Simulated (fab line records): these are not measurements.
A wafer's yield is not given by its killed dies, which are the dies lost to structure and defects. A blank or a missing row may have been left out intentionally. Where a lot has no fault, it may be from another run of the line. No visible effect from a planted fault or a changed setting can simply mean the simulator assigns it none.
A lot that was struck, set against a sound lot    flow nandHarc    41 out of 1159 route steps
Sound: the wafers L479.1, L479.2, L479.5. Struck: wafer L492.2 (L492.1, L492.4, from the same lot, were not struck and are left out); the cause is given at the end.
Each step with rows lists, per side, the tool, then ch with its chambers, then its first start. Under that, the readings that differ: sound wafers    struck wafers    difference of the means    sigmas: that difference in standard deviations of wafers without a fault.
alike: readings with means less than 2 such deviations apart, plus words and numbers identical on both sides. not compared: withheld readings, readings lacking a value on some wafer, bounds such as >300 that could conceal the same value, and numbers that have no deviation in the record and whose values overlap.
Wherever a step has rows on one side only, a row that says differs or no value, or a row with sigmas, the two part there. When numbers do not overlap yet have no deviation, they are printed without sigmas and do not part them. Lack of a reading on every wafer of one side parts them only where that side has two or more wafers.

first, 2 steps without rows for these wafers: NHARC_THIN_TSV_DESCUM_14 (chemistry O2, time 3 s); NHARC_THIN_TSV_ETCH_44 (etches the open film in CF4/O2, target depth 1594.2 nm, time 797.1 s).
NHARC_THIN_TSV_ETCH_15: target depth 3000 nm, bosch target overetch cycles 2, bosch etch step 2.8 s.
  sound on rieSi-02 ch 1,2, day 19 09:53; struck on rieSi-01 ch 1, day 21 22:09
  alike: drypumpMotorCurrentA
  not compared: rfHoursCounterH
NHARC_THIN_TSV_CD_MEAS_16:
  struck on cdSem-03, day 21 22:19; sound on cdSem-01, day 19 10:03
  alike: cdNm
NHARC_THIN_TSV_STRIP_45: strips in O2.
  sound on plasmaAsher-02 ch 0,1, day 19 10:08; struck on plasmaAsher-01 ch 0, day 21 22:28
  alike: drypumpMotorCurrentA, heaterPowerW
  not compared: rfHoursCounterH
then, 1 step without rows for these wafers: NHARC_THIN_TSV_STRIP_46 (strips in post etch residue remover, time 1200 s).
NHARC_THIN_TSV_DEP_47: deposits SiO2, target thk 200 nm.
  sound on pecvd-03 ch 1,2, day 19 10:59; struck on pecvd-04 ch 2, day 21 23:16
  alike: throttleValvePct
then, 5 steps without rows for these wafers: NHARC_THIN_TSV_ETCHBACK_48 (etches the open film in C4F8/Ar, target depth 1028.5 nm, time 405.17 s); NHARC_THIN_TSV_STRIP_62 (strips in N2/H2, time 20 s); NHARC_THIN_TSV_DEGAS_49 (time 120 s); NHARC_THIN_TSV_PRE_CLEAN_50 (time 30 s); NHARC_THIN_TSV_PVD_19 (deposits TaN, target thk 20 nm).
NHARC_THIN_TSV_PVD_51: deposits Cu, target thk 100 nm.
  struck on pvdSputter-03, day 22 00:44; sound on pvdSputter-02, day 19 12:10
  alike: throttleValvePct
then, 5 steps without rows for these wafers: NHARC_THIN_TSV_ECD_20 (material Cu, target thk 2000 nm); NHARC_THIN_TSV_ANNEAL_52 (time 90 s); NHARC_THIN_TSV_CMP_21 (polishes, t overpolish 30 s, target thk 2000 nm); NHARC_THIN_TSV_SRD_23; NHARC_THIN_TSV_DEGAS_53 (time 60 s).
NHARC_THIN_TSV_PRE_CLEAN_54: time 30 s.
  struck on pvdSputter-01, day 22 02:32; sound on pvdSputter-03, day 19 13:57
  alike: heaterPowerW
then, 10 steps without rows for these wafers: NHARC_THIN_TSV_PVD_55 (deposits TiN, target thk 50 nm); NHARC_THIN_TSV_PVD_24 (deposits Al, target thk 800 nm); NHARC_THIN_TSV_DEHYDRATE_25 (time 120 s); NHARC_THIN_TSV_HMDS_26 (time 30 s); NHARC_THIN_TSV_COAT_27; NHARC_THIN_TSV_SOFTBAKE_28 (time 95 s); NHARC_THIN_TSV_EBR_29; NHARC_THIN_TSV_EXPOSE_30 (exposes mask PAD); NHARC_THIN_TSV_PEB_31 (peb time 85 s); NHARC_THIN_TSV_DEVELOP_32 (time 70 s).
NHARC_THIN_TSV_CD_MEAS_33 targets a cd of 5000 nm.
  sound on cdSem-01 ch 0, day 19 15:00; struck on cdSem-03 ch 0, day 22 03:32
  alike: cdNm
then, 4 steps without rows for these wafers: NHARC_THIN_TSV_HARDBAKE_34 (time 80 s); NHARC_THIN_TSV_DESCUM_35 (chemistry O2, time 3 s); NHARC_THIN_TSV_ETCH_59 (etches the open film in Cl2/BCl3, target depth 880 nm, time 138.1 s); NHARC_THIN_TSV_ETCH_36 (etches the open film in Cl2/BCl3, target depth 65 nm, time 18.571 s).
NHARC_THIN_TSV_STRIP_56: strips in O2.
  sound on plasmaAsher-01 ch 0,1, day 19 15:40; struck on plasmaAsher-01 ch 1, day 22 04:11
  alike: drypumpMotorCurrentA, heaterPowerW
  not compared: rfHoursCounterH
then, 1 step without rows for these wafers: NHARC_THIN_TSV_STRIP_57 (strips in post etch residue remover, time 1200 s).
NHARC_THIN_TSV_CD_MEAS_37:
  struck on cdSem-01, day 22 04:59; sound on cdSem-03, day 19 16:28
  alike: cdNm
then, 1 step without rows for these wafers: NHARC_THIN_TSV_ANNEAL_58 (time 1800 s).
NHARC_THIN_TSV_INSPECT_40:
  struck on defectInspect-02, day 22 09:13; sound on defectInspect-02, day 19 18:35
  alike: rawDefectCount
NHARC_END_WLT_00:
  sound wafers here have rows in the record (prober-01, day 19 22:20); struck ones have none
NHARC_END_SORT_01:
  sound on prober-01 ch 0, day 20 01:20; struck on prober-01 ch 0, day 22 14:11
reading                 sound           struck  difference  sigmas
defectLimitedYield (%)  97.6 97.3 97.8  0       -98         -65
killedAtOther           1 0 0           657     +657        +99 or more
killedDies              16 18 15        677     +661        +66
sort_bin_2_pct (%)      0.7 0.4 0.3     98.1    +97.6       +99 or more
sortNPass               661 659 662     0       -661        -66
sortRimYieldPct (%)     98.1 98.1 98.1  0       -98         -38
sortYieldPct (%)        97.6 97.3 97.8  0       -98         -65
  alike: killedAtArray, killedAtPeriphery, killedOpen, killedShort, sort_bin_3_pct, sort_bin_4_pct

WHERE THEY PART
Earliest at NHARC_END_WLT_00; latest, in this record, at NHARC_END_SORT_01.

WHY: the cause the simulator had injected
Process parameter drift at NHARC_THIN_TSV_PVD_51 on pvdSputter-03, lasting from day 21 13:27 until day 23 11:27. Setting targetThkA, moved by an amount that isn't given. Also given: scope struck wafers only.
